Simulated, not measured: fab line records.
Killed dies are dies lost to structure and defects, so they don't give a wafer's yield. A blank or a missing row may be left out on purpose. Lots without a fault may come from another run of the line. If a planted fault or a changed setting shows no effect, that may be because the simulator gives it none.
Split-lot experiment | flow n5Finfet | 7 lots, 39 wafers read, on a route of 1938 steps

== THE SPLIT ==
At N5_BEOL_M0_SAQP_ILD_DEP_01 (deposits SiOC from DEMS/O2, target thk 45.419 nm, time 8.7 s), the setting targetThkA was moved away from the recipe's 454.19 angstrom on 9 of the 39 wafers read, by -53.5% to +37.6%. This setting was run at the recipe's value on the other wafers.

The split's own step is where the reading is taken.

== THE READING ==
SiOC_of_BEOL_M0_SAQP_ILD_DEP_01.thkNm (the simulator's own value, which no gauge read), in nm, at N5_BEOL_M0_SAQP_ILD_DEP_01 (deposits SiOC from DEMS/O2, target thk 45.419 nm, time 8.7 s). The file gives no usual value for it. Across the 30 wafers here that went through the recipe, the average is 45.3 nm and the standard deviation 0.63 nm.

wafer  | tool, chamber at the split | targetThkA as run, angstrom | against the recipe | SiOC_of_BEOL_M0_SAQP_ILD_DEP_01.thkNm, nm | against lot-mates on the recipe
L074.2 | pecvd-02, 2                | 454.19                      | recipe             | 44.2                                      | -
L074.3 | pecvd-02, 1,2              | 454.19                      | recipe             | 45                                        | -
L074.5 | pecvd-02, 1,2              | 454.19                      | recipe             | 45                                        | -
L081.1 | pecvd-01, 0                | 625                         | +37.6%             | 62.2                                      | +16.1
L081.2 | pecvd-01, 1                | 454.19                      | recipe             | 45.4                                      | -
L081.3 | pecvd-01, 2,0              | 625                         | +37.6%             | 63.2                                      | +17.1
L081.4 | pecvd-01, 2,0              | 625                         | +37.6%             | 63.2                                      | +17.1
L081.5 | pecvd-01, 2                | 454.19                      | recipe             | 46.4                                      | -
L081.6 | pecvd-01, 1                | 454.19                      | recipe             | 46.6                                      | -
L083.1 | pecvd-02, 0                | 454.19                      | recipe             | 44.4                                      | -
L083.2 | pecvd-02, 1                | 211.2                       | -53.5%             | 21                                        | -23.9
L083.3 | pecvd-02, 2                | 454.19                      | recipe             | 45.4                                      | -
L083.4 | pecvd-02, 2                | 211.2                       | -53.5%             | 21.4                                      | -23.5
L083.5 | pecvd-02, 0                | 454.19                      | recipe             | 45                                        | -
L083.6 | pecvd-02, 1                | 211.2                       | -53.5%             | 21.2                                      | -23.7
L085.1 | pecvd-01, 1                | 454.19                      | recipe             | 45.2                                      | -
L085.2 | pecvd-01, 2                | 454.19                      | recipe             | 44.8                                      | -
L085.3 | pecvd-01, 2                | 454.19                      | recipe             | 46                                        | -
L085.4 | pecvd-01, 1                | 454.19                      | recipe             | 45                                        | -
L085.5 | pecvd-01, 1,2              | 454.19                      | recipe             | 45.4                                      | -
L085.6 | pecvd-01, 1,2              | 454.19                      | recipe             | 45.4                                      | -
L087.1 | pecvd-01, 1                | 454.19                      | recipe             | 44.4                                      | -
L087.2 | pecvd-01, 0,1              | 373.4                       | -17.8%             | 37                                        | -8.2
L087.4 | pecvd-01, 0,1              | 373.4                       | -17.8%             | 37                                        | -8.2
L087.3 | pecvd-01, 2                | 454.19                      | recipe             | 45.4                                      | -
L087.5 | pecvd-01, 2                | 373.4                       | -17.8%             | 37.4                                      | -7.8
L087.6 | pecvd-01, 0                | 454.19                      | recipe             | 45.8                                      | -
L089.1 | pecvd-01, 0,2              | 454.19                      | recipe             | 45                                        | -
L089.2 | pecvd-01, 0,2              | 454.19                      | recipe             | 45                                        | -
L089.3 | pecvd-01, 1                | 454.19                      | recipe             | 44.6                                      | -
L089.4 | pecvd-01, 1                | 454.19                      | recipe             | 45.4                                      | -
L089.5 | pecvd-01, 0                | 454.19                      | recipe             | 46.2                                      | -
L089.6 | pecvd-01, 2                | 454.19                      | recipe             | 46.4                                      | -
L097.1 | pecvd-01, 0                | 454.19                      | recipe             | 44.4                                      | -
L097.2 | pecvd-01, 2                | 454.19                      | recipe             | 45.6                                      | -
L097.3 | pecvd-01, 1                | 454.19                      | recipe             | 44.6                                      | -
L097.4 | pecvd-01, 2                | 454.19                      | recipe             | 46                                        | -
L097.5 | pecvd-01, 0,1              | 454.19                      | recipe             | 45.4                                      | -
L097.6 | pecvd-01, 0,1              | 454.19                      | recipe             | 45.4                                      | -
If several chambers appear in one row, that row covers several wafers at once and the file leaves open which wafer was in which chamber.

FIT RESULTS
A straight line over all 39 wafers: SiOC_of_BEOL_M0_SAQP_ILD_DEP_01.thkNm changes by +0.457 nm for each +1% of targetThkA; r = +1.00; the points scatter about the line by 0.6 nm.
The same after taking each lot's own level away (the mean of its wafers on the recipe; 39 wafers): +0.445 nm for each +1%; r = +1.00; scatter 0.49 nm.
That fit puts the effect of the largest move of targetThkA on the reading at 24 nm.
From 44.73 to 46.13 nm: that is the span of the lots' own levels, equal to 2.2 times the standard deviation above.
The two slopes agree, so the slope changes little with the lot-to-lot level.
Check: with one of the wafers moved furthest among these (-53.5%) left out of the fit, the line predicts -23.8 nm for it against its lot-mates. Against them it came out at -23.9 nm.

== OTHER SPLITS ON THESE WAFERS ==
Note: prior to the reading, these wafers also went through further splits. Each is held against what the fit with the lots' levels taken away leaves over:
other split on the same wafers            | wafers away from the commonest value | r with SiOC_of_BEOL_M0_SAQP_ILD_DEP_01.thkNm (lot level and that fit taken away)
N5_ZERO_LAYER_PECVD_02 timeS              | 18                                   | +0.07
N5_FIN_SAQP_ETCH_65 timeS                 | 12                                   | +0.09
N5_HKMG_FIN_DEVELOP_48 developTimeS       | 9                                    | -0.05
N5_MOL_CONTACT_COAG_CONTACT_ETCH_14 timeS | 18                                   | -0.06

== FILE'S OWN FIT ==
SiOC_of_BEOL_M0_SAQP_ILD_DEP_01.thkNm changes by +0.445 nm for each +1% of targetThkA, r = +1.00.
